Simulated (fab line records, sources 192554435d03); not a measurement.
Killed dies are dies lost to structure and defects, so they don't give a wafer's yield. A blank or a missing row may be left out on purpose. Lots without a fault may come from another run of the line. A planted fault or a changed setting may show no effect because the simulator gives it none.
Split-lot experiment | flow n5_finfet | 7 lots, 21 wafers read, on a route of 1938 steps

THE SPLIT
At N5_BEOL_M12_COAT_22 (resist thk 300 nm), the setting spin_rpm was moved away from the recipe's 2888 rpm on 3 of the 21 wafers read, by -11.2% to +4.4%. The other wafers ran this setting at the recipe's value.

The reading is taken at the split's own step.

THE READING
coat_of_BEOL_M12_COAT_22.thk_nm (the simulator's own value, which no gauge read), in nm, at N5_BEOL_M12_COAT_22 (resist thk 300 nm). The file gives no usual value for it. The 18 wafers here that ran the recipe average 300.1 nm, standard deviation 0.85 nm.

wafer  | tool, chamber at the split | spin_rpm as run, rpm | against the recipe | coat_of_BEOL_M12_COAT_22.thk_nm, nm | against lot-mates on the recipe
L075.1 | litho_track-05, 0          | 2564                 | -11.2%             | 318.8                               | +17.8
L075.3 | litho_track-05, 0          | 2888                 | recipe             | 301.8                               | -
L075.6 | litho_track-05, 0          | 2888                 | recipe             | 300.2                               | -
L077.1 | litho_track-05, 0          | 2888                 | recipe             | 298.8                               | -
L077.2 | litho_track-05, 0          | 2888                 | recipe             | 300.2                               | -
L077.5 | litho_track-05, 0          | 2888                 | recipe             | 299.2                               | -
L078.2 | litho_track-05, 0          | 2684                 | -7.1%              | 311.4                               | +10.7
L078.3 | litho_track-05, 0          | 2888                 | recipe             | 301                                 | -
L078.4 | litho_track-05, 0          | 2888                 | recipe             | 300.4                               | -
L081.2 | litho_track-04, 0          | 2888                 | recipe             | 301.2                               | -
L081.3 | litho_track-04, 0          | 2888                 | recipe             | 300.4                               | -
L081.5 | litho_track-04, 0          | 2888                 | recipe             | 301                                 | -
L090.4 | litho_track-04, 0          | 3014                 | +4.4%              | 293.8                               | -6.3
L090.5 | litho_track-04, 0          | 2888                 | recipe             | 299.6                               | -
L090.6 | litho_track-04, 0          | 2888                 | recipe             | 300.6                               | -
L091.2 | litho_track-04, 0          | 2888                 | recipe             | 298.8                               | -
L091.6 | litho_track-04, 0          | 2888                 | recipe             | 298.8                               | -
L091.5 | litho_track-04, 0          | 2888                 | recipe             | 300.2                               | -
L092.2 | litho_track-05, 0          | 2888                 | recipe             | 299.2                               | -
L092.3 | litho_track-05, 0          | 2888                 | recipe             | 300                                 | -
L092.6 | litho_track-05, 0          | 2888                 | recipe             | 300.2                               | -

THE FIT
A straight line over all 21 wafers: coat_of_BEOL_M12_COAT_22.thk_nm changes by -1.62 nm for each +1% of spin_rpm; r = -0.99; the points scatter about the line by 0.86 nm.
The same after taking each lot's own level away (the mean of its wafers on the recipe; 21 wafers): -1.55 nm for each +1%; r = -0.99; scatter 0.54 nm.
On that fit, the largest move of spin_rpm shifts the reading by 17 nm.
The lots' own levels span 299.27 to 301.00 nm, that is 2.0 times the standard deviation above.
So the lot-to-lot level changes the slope little: the two slopes agree.
Check: with one of the wafers moved furthest among these (-11.2%) left out of the fit, the line predicts +16.8 nm for it against its lot-mates. It came out at +17.8 nm against them.

OTHER SPLITS ON THESE WAFERS
These wafers also went through other splits before the reading. Each is held against what the fit with the lots' levels taken away leaves over:
other split on the same wafers      | wafers away from the commonest value | r with coat_of_BEOL_M12_COAT_22.thk_nm (lot level and that fit taken away)
N5_BEOL_M8_DEP_56 time_s            | 8                                    | +0.04
N5_BEOL_M9_EXPOSE_25 dose_mj        | 7                                    | -0.01
N5_BEOL_M9_ETCH_66 time_s           | 6                                    | -0.28
N5_BEOL_M10_COAT_59 spin_rpm        | 5                                    | +0.16
N5_BEOL_M10_EXPOSE_08 dose_mj       | 8                                    | -0.18
N5_BEOL_M11_ETCH_66 time_s          | 7                                    | +0.08
N5_BEOL_M11_TRENCH_ETCH_37 source_w | 4                                    | -0.29

THE FILE'S OWN FIT
coat_of_BEOL_M12_COAT_22.thk_nm changes by -1.55 nm for each +1% of spin_rpm, r = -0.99.
